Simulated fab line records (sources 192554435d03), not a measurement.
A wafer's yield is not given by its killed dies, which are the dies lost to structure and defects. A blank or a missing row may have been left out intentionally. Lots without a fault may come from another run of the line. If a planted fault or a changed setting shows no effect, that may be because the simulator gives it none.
Which tool was responsible? | flow n5_finfet | Sampling: 6 lots, 17 wafers, 8 of 1938 route steps

== WHAT THE GAUGES SHOWED, per wafer ==
N5_BEOL_M12_OCD_MEAS_35. Usual: 321 nm for trench_depth_nm, sd 5.5.
lot  | measured     | on     | trench_depth_nm (nm) | flag
L503 | day 11 20:06 | ocd-01 | 309 319 319          |
L506 | day 12 13:28 | ocd-01 | 318 306 323          |
L509 | day 13 01:05 | ocd-02 | 332 325              |
L508 | day 13 15:50 | ocd-01 | 319 321 322          |
L513 | day 14 16:57 | ocd-01 | 465 465 327          | OFF
L517 | day 15 16:28 | ocd-02 | 315 327 321          |

N5_BEOL_M12_THK_MEAS_50: measures by xrf. Usual: for M12_THK the level is 324 nm and the standard deviation is 6.2.
lot  | measured     | on            | M12_THK (nm) | flag
L503 | day 12 00:08 | film_metro-02 | 314 322 323  |
L506 | day 12 15:07 | film_metro-01 | 317 304 325  |
L509 | day 13 07:23 | film_metro-02 | 337 331      |
L508 | day 13 18:28 | film_metro-02 | 324 324 330  |
L513 | day 14 20:35 | film_metro-02 | 470 469 331  | OFF
L517 | day 15 18:37 | film_metro-02 | 316 329 325  |

N5_BEOL_M12_RS_MEAS_54: a four-point-probe measurement. Usual: for M12_RS the level is 0.0597 ohm/sq and the standard deviation is 0.0011.
lot  | measured     | on            | M12_RS (ohm/sq)      | flag
L503 | day 12 00:16 | film_metro-02 | 0.0619 0.0601 0.0602 |
L506 | day 12 15:14 | film_metro-01 | 0.0605 0.0631 0.0590 |
L509 | day 13 07:31 | film_metro-02 | 0.0579 0.0591        |
L508 | day 13 18:35 | film_metro-01 | 0.0602 0.0601 0.0594 |
L513 | day 14 20:43 | film_metro-02 | 0.0406 0.0408 0.0585 | OFF
L517 | day 15 18:44 | film_metro-01 | 0.0615 0.0588 0.0600 |

N5_BEOL_M15_RC_MEAS_101. Usual: COMB_M10 1.4e-11 S/m, standard deviation 3.3e-12; COMB_M11 1.35e-11 S/m, standard deviation 2.6e-12; COMB_M13 4.5e-12 S/m, standard deviation 1.2e-12; COMB_M13_max_site 6.4e-12 S/m, standard deviation 1.8e-12; COMB_M14 3.2e-12 S/m, standard deviation 7.5e-13; COMB_M15 2.2e-12 S/m, standard deviation 6e-13; COMB_M15_max_site 3.4e-12 S/m, standard deviation 9.2e-13; COMB_M5 3.6e-11 S/m, standard deviation 7.7e-12; COMB_M6 2.6e-11 S/m, standard deviation 4.5e-12; COMB_M7 2.5e-11 S/m, standard deviation 5.2e-12; COMB_M8 2.5e-11 S/m, standard deviation 4.9e-12; COMB_M9 1.4e-11 S/m, standard deviation 3.2e-12; COMB_M9_max_site 2.1e-11 S/m, standard deviation 5e-12; SERP_M10 3.05 ohm/um, standard deviation 0.071; SERP_M11 3.06 ohm/um, standard deviation 0.095; SERP_M12 0.634 ohm/um, standard deviation 0.015; SERP_M12_max_site 0.647 ohm/um, standard deviation 0.016; SERP_M13 0.307 ohm/um, standard deviation 0.0057; SERP_M13_max_site 0.311 ohm/um, standard deviation 0.0057; SERP_M14 0.160 ohm/um, standard deviation 0.0034; SERP_M5 38.7 ohm/um, standard deviation 1.9; SERP_M6 13.5 ohm/um, standard deviation 0.55; SERP_M7 13.8 ohm/um, standard deviation 0.6; SERP_M8 13.8 ohm/um, standard deviation 0.6; SERP_M9 3.06 ohm/um, standard deviation 0.086.
lot  | measured     | on        | COMB_M10 (S/m)          | COMB_M11 (S/m)             | COMB_M13 (S/m)          | COMB_M13_max_site (S/m)  | COMB_M14 (S/m)          | COMB_M15 (S/m)          | COMB_M15_max_site (S/m) | COMB_M5 (S/m)           | COMB_M6 (S/m)           | COMB_M7 (S/m)           | COMB_M8 (S/m)           | COMB_M9 (S/m)           | COMB_M9_max_site (S/m)  | SERP_M10 (ohm/um) | SERP_M11 (ohm/um) | SERP_M12 (ohm/um) | SERP_M12_max_site (ohm/um) | SERP_M13 (ohm/um) | SERP_M13_max_site (ohm/um) | SERP_M14 (ohm/um) | SERP_M5 (ohm/um) | SERP_M6 (ohm/um) | SERP_M7 (ohm/um) | SERP_M8 (ohm/um) | SERP_M9 (ohm/um) | flag
L503 | day 12 20:43 | prober-02 | 1.6e-11 1.7e-11 7e-12   | 1.44e-11 1.15e-11 1.06e-11 | 3.9e-12 4.4e-12 5.6e-12 | 4.6e-12 6.5e-12 7.3e-12  | 2e-12 3.3e-12 2.6e-12   | 1.7e-12 2e-12 3.7e-12   | 3.3e-12 3.2e-12 4.2e-12 | 3.8e-11 3.7e-11 3.3e-11 | 2.1e-11 2.9e-11 3.1e-11 | 3e-11 3e-11 2.3e-11     | 1.9e-11 2.9e-11 2.8e-11 | 1.4e-11 1.2e-11 1.2e-11 | 2.1e-11 1.9e-11 1.5e-11 | 3.03 3.11 3.14    | 3.05 2.96 2.93    | 0.637 0.628 0.666 | 0.648 0.640 0.678          | 0.313 0.305 0.306 | 0.316 0.308 0.307          | 0.158 0.156 0.156 | 39.9 38.0 37.2   | 12.9 13.6 14.4   | 13.3 13.3 12.6   | 13.5 13.5 14.4   | 3.21 2.96 2.95   |
L506 | day 13 10:01 | prober-01 | 1.2e-11 1.1e-11 1.2e-11 | 1.25e-11 1.35e-11 1.19e-11 | 5.5e-12 4.1e-12 5.6e-12 | 1.16e-11 6.1e-12 8.1e-12 | 3.8e-12 3.5e-12 3.6e-12 | 2.4e-12 4.2e-12 2.5e-12 | 3e-12 5.1e-12 3.2e-12   | 3.6e-11 2.7e-11 3.6e-11 | 3.2e-11 3e-11 2.7e-11   | 2e-11 3.8e-11 3.7e-11   | 3.4e-11 2.3e-11 2.9e-11 | 1.1e-11 1.3e-11 9e-12   | 1.9e-11 1.6e-11 2e-11   | 3.18 3.10 3.05    | 3.18 3.16 3.29    | 0.641 0.664 0.648 | 0.648 0.676 0.655          | 0.304 0.306 0.309 | 0.309 0.309 0.311          | 0.160 0.162 0.160 | 36.8 38.3 39.3   | 14.3 13.9 13.8   | 14.4 14.0 13.7   | 14.4 14.6 13.1   | 3.08 2.98 3.04   |
L509 | day 14 01:37 | prober-02 | 1.7e-11 2.2e-11         | 1.01e-11 1.54e-11          | 2.8e-12 3.6e-12         | 4.1e-12 4.4e-12          | 2.8e-12 3e-12           | 1.9e-12 2.5e-12         | 2.4e-12 2.9e-12         | 3.6e-11 3.4e-11         | 2.3e-11 3.6e-11         | 2.3e-11 3.4e-11         | 3.7e-11 2.6e-11         | 1.6e-11 2e-11           | 2.1e-11 2.7e-11         | 2.96 3.22         | 3.05 3.13         | 0.625 0.625       | 0.639 0.639                | 0.301 0.316       | 0.304 0.320                | 0.155 0.164       | 38.0 38.5        | 13.7 13.6        | 13.9 12.8        | 14.7 15.1        | 3.15 3.12        |
L508 | day 14 11:29 | prober-02 | 1.3e-11 1.3e-11 1.1e-11 | 1.34e-11 1.59e-11 1.43e-11 | 4.5e-12 3.2e-12 3.8e-12 | 7e-12 5.1e-12 6.1e-12    | 3.2e-12 3.2e-12 3.5e-12 | 1.6e-12 1.7e-12 1.5e-12 | 2.3e-12 3.1e-12 1.7e-12 | 4.2e-11 3.8e-11 3.7e-11 | 2.4e-11 2e-11 2.1e-11   | 2.3e-11 2.4e-11 3.1e-11 | 2.5e-11 2.6e-11 2.8e-11 | 1.2e-11 1.3e-11 1.6e-11 | 1.7e-11 2.2e-11 2.4e-11 | 3.01 3.03 3.05    | 3.02 3.12 3.25    | 0.629 0.634 0.632 | 0.646 0.644 0.641          | 0.322 0.313 0.322 | 0.324 0.317 0.325          | 0.164 0.161 0.162 | 38.0 37.3 38.7   | 13.4 13.5 13.4   | 13.8 13.6 13.9   | 13.3 14.0 13.9   | 3.00 2.98 2.93   |
L513 | day 15 14:22 | prober-02 | 9e-12 1.1e-11 1.1e-11   | 1.68e-11 1.12e-11 1.74e-11 | 7.2e-12 5.4e-12 6.6e-12 | 9.9e-12 8.2e-12 7.5e-12  | 2.7e-12 3.6e-12 4e-12   | 1.1e-12 2.8e-12 1.5e-12 | 2.1e-12 4.1e-12 2.7e-12 | 3.5e-11 3.4e-11 3.6e-11 | 2.9e-11 2e-11 2.6e-11   | 2.2e-11 2.9e-11 2.2e-11 | 1.6e-11 2.3e-11 3e-11   | 1.3e-11 1.1e-11 1.6e-11 | 1.8e-11 1.8e-11 2.6e-11 | 3.05 3.01 3.11    | 2.95 2.96 2.96    | 0.432 0.425 0.625 | 0.444 0.439 0.640          | 0.307 0.307 0.313 | 0.311 0.309 0.316          | 0.157 0.164 0.159 | 35.4 37.9 39.8   | 12.4 13.5 14.3   | 13.8 13.5 13.3   | 14.1 15.3 14.0   | 3.19 3.11 3.03   | OFF
L517 | day 16 09:56 | prober-02 | 1e-11 1.1e-11 9e-12     | 1.25e-11 1.36e-11 1.19e-11 | 6.5e-12 5.4e-12 6.4e-12 | 9e-12 8.2e-12 9.7e-12    | 1.8e-12 2.3e-12 3.1e-12 | 2.8e-12 2.5e-12 2.5e-12 | 4.3e-12 3.8e-12 3.1e-12 | 3.1e-11 3.9e-11 3e-11   | 2.8e-11 2.8e-11 3.1e-11 | 1.7e-11 2.1e-11 2e-11   | 2.1e-11 2.4e-11 2.1e-11 | 1e-11 1.6e-11 1.3e-11   | 1.7e-11 1.8e-11 1.9e-11 | 3.09 3.06 3.00    | 3.00 3.13 3.18    | 0.647 0.620 0.624 | 0.661 0.633 0.636          | 0.307 0.303 0.309 | 0.313 0.310 0.311          | 0.161 0.159 0.159 | 39.9 41.8 41.9   | 13.8 13.9 13.7   | 13.4 13.2 13.7   | 13.6 14.3 14.2   | 3.02 2.99 3.13   |

== WHAT TOOL EACH LOT RAN ON (gives the tool, then ch and the chambers of the sampled wafers, and finally the start) ==
lot  | N5_BEOL_M12_DESCUM_15              | N5_BEOL_M12_STRIP_63                 | N5_BEOL_M12_STRIP_64                 | N5_BEOL_M12_TRENCH_ETCH_34
L503 | rie_diel-02 ch 1,3, day 11 18:27   | plasma_asher-02 ch 0,1, day 11 18:44 | plasma_asher-02 ch 0,1, day 11 18:48 | rie_diel-01 ch 0,2,3, day 11 19:56
L506 | rie_diel-02 ch 0,1, day 12 12:02   | plasma_asher-02 ch 0,1, day 12 12:20 | plasma_asher-02 ch 0,1, day 12 12:24 | rie_diel-01 ch 0,1,2, day 12 13:19
L509 | rie_diel-01 ch 1,3, day 12 23:14   | plasma_asher-01 ch 0,1, day 12 23:31 | plasma_asher-01 ch 0,1, day 12 23:34 | rie_diel-01 ch 1,3, day 13 00:56
L508 | rie_diel-04 ch 0,1, day 13 14:16   | plasma_asher-02 ch 0,1, day 13 14:33 | plasma_asher-02 ch 0,1, day 13 14:37 | rie_diel-02 ch 1,2, day 13 15:41
L513 | rie_diel-01 ch 1,2,3, day 14 15:31 | plasma_asher-02 ch 0,1, day 14 15:49 | plasma_asher-02 ch 0,1, day 14 15:53 | rie_diel-01 ch 0,1, day 14 16:47
L517 | rie_diel-02 ch 0,3, day 15 14:43   | plasma_asher-01 ch 0,1, day 15 15:02 | plasma_asher-01 ch 0,1, day 15 15:05 | rie_diel-04 ch 0,1,3, day 15 16:18
- N5_BEOL_M12_DESCUM_15: chemistry O2, time 7.9 s.
- N5_BEOL_M12_STRIP_63: strips in N2/H2.
- N5_BEOL_M12_STRIP_64: strips in N2/H2.
- N5_BEOL_M12_TRENCH_ETCH_34: etches SiOC in C4F8/O2/Ar, target depth 318.95 nm, time 125.5 s.

== AS READ BY THE TOOLS THEMSELVES (means over the sampled wafers that have a number; for cases with no such wafer, the mark the record gives instead) ==
N5_BEOL_M12_DESCUM_15. Usual: drypump_motor_current_A 5.9 A, standard deviation 0.4; oes_product_au 0.82 a.u., standard deviation 0.077; rf_vpp_V 243.2 V, standard deviation 1.1; showerhead_plenum_p_Torr 2.10 Torr, standard deviation 0.049; throttle_valve_pct 20.46 %, standard deviation 0.29.
lot  | tool        | drypump_motor_current_A (A) | oes_product_au (a.u.) | rf_vpp_V (V) | showerhead_plenum_p_Torr (Torr) | throttle_valve_pct (%) | flag
L503 | rie_diel-02 | 6.1                         | 0.78                  | 243.4        | 2.13                            | 20.52                  |
L506 | rie_diel-02 | 6.2                         | 0.79                  | 242.9        | 2.11                            | 20.65                  |
L509 | rie_diel-01 | 5.7                         | 0.83                  | 243.4        | 2.12                            | 20.69                  |
L508 | rie_diel-04 | 6.1                         | 0.82                  | 242.7        | 2.09                            | 20.12                  |
L513 | rie_diel-01 | 6.0                         | 0.82                  | 243.5        | 2.11                            | 20.51                  |
L517 | rie_diel-02 | 5.7                         | 0.85                  | 243.3        | 2.10                            | 20.31                  |

N5_BEOL_M12_STRIP_63. Usual: drypump_motor_current_A 5.43 A, standard deviation 0.12; heater_power_w 361 W, standard deviation 51; oes_product_au 0.692 a.u., standard deviation 0.0047; strip_time_to_endpoint_s 42.6 s, standard deviation 0.78.
lot  | tool            | drypump_motor_current_A (A) | heater_power_w (W) | oes_product_au (a.u.) | strip_time_to_endpoint_s (s) | flag
L503 | plasma_asher-02 | 5.44                        | 399                | 0.689                 | 42.4                         |
L506 | plasma_asher-02 | 5.37                        | 365                | 0.693                 | 43.0                         |
L509 | plasma_asher-01 | 5.50                        | 322                | 0.690                 | 42.5                         |
L508 | plasma_asher-02 | 5.37                        | 364                | 0.687                 | 41.8                         |
L513 | plasma_asher-02 | 5.36                        | 368                | 0.688                 | 43.4                         |
L517 | plasma_asher-01 | 5.54                        | 320                | 0.690                 | 41.9                         |

N5_BEOL_M12_STRIP_64. Usual: drypump_motor_current_A 5.43 A, standard deviation 0.12; heater_power_w 361 W, standard deviation 52; oes_product_au 0.715 a.u., standard deviation 0.0044; strip_time_to_endpoint_s 31.32 s, standard deviation 0.074.
lot  | tool            | drypump_motor_current_A (A) | heater_power_w (W) | oes_product_au (a.u.) | strip_time_to_endpoint_s (s) | flag
L503 | plasma_asher-02 | 5.44                        | 400                | 0.714                 | 31.30                        |
L506 | plasma_asher-02 | 5.37                        | 361                | 0.713                 | 31.29                        |
L509 | plasma_asher-01 | 5.49                        | 319                | 0.714                 | 31.31                        |
L508 | plasma_asher-02 | 5.35                        | 365                | 0.714                 | 31.32                        |
L513 | plasma_asher-02 | 5.37                        | 367                | 0.713                 | 31.44                        |
L517 | plasma_asher-01 | 5.54                        | 319                | 0.719                 | 31.25                        |

N5_BEOL_M12_TRENCH_ETCH_34. Usual: bias_w 700.1 W, standard deviation 1.9; drypump_motor_current_A 5.9 A, standard deviation 0.35; oes_product_au 0.82 a.u., standard deviation 0.082; rf_vpp_V 666.3 V, standard deviation 2.5; showerhead_plenum_p_Torr 3.44 Torr, standard deviation 0.08; throttle_valve_pct 24.27 %, standard deviation 0.25.
lot  | tool        | bias_w (W) | drypump_motor_current_A (A) | oes_product_au (a.u.) | rf_vpp_V (V) | showerhead_plenum_p_Torr (Torr) | throttle_valve_pct (%) | flag
L503 | rie_diel-01 | 699.8      | 6.0                         | 0.79                  | 663.5        | 3.38                            | 24.38                  |
L506 | rie_diel-01 | 697.8      | 6.0                         | 0.81                  | 665.0        | 3.39                            | 24.20                  |
L509 | rie_diel-01 | 699.0      | 5.7                         | 0.83                  | 667.4        | 3.45                            | 24.44                  |
L508 | rie_diel-02 | 700.0      | 6.2                         | 0.79                  | 666.3        | 3.45                            | 24.25                  |
L513 | rie_diel-01 | 699.7      | 5.9                         | 0.93                  | 670.0        | 3.56                            | 24.18                  |
L517 | rie_diel-04 | 700.2      | 5.9                         | 0.82                  | 663.9        | 3.36                            | 24.14                  |

== THE ANSWER, worked out from the rows above alone ==
Rule: a lot counts as off when the mean over its wafers that have a number is more than 3 standard deviations away from the usual mean. A lot without any number at a reading at which 4 lots or more have one is off too. Where the step has rows for the other lots, those lots are counted as sound. After the gauges, taken in route order, come the tools' own readings; for these a lot's mean is taken, as printed above. At the first step where some lot is off, the reading lying furthest off is the one used; lots without a number count as furthest.
Off, at N5_BEOL_M12_OCD_MEAS_35 on trench_depth_nm: L513.
If a tool, at a process step before that reading, ran all the lots that are off and no sound lot after the first of them, it fits. Not tried: the gauges at N5_BEOL_M12_OCD_MEAS_35; whatever is off there is also off at N5_BEOL_M12_THK_MEAS_50, on other tools, and gauge error can't account for it. This does not decide it: 2 tools fit, namely rie_diel-01 at N5_BEOL_M12_DESCUM_15 and N5_BEOL_M12_TRENCH_ETCH_34 and plasma_asher-02 at N5_BEOL_M12_STRIP_63 and N5_BEOL_M12_STRIP_64.

== WHAT THE SIMULATOR HAD INSERTED ==
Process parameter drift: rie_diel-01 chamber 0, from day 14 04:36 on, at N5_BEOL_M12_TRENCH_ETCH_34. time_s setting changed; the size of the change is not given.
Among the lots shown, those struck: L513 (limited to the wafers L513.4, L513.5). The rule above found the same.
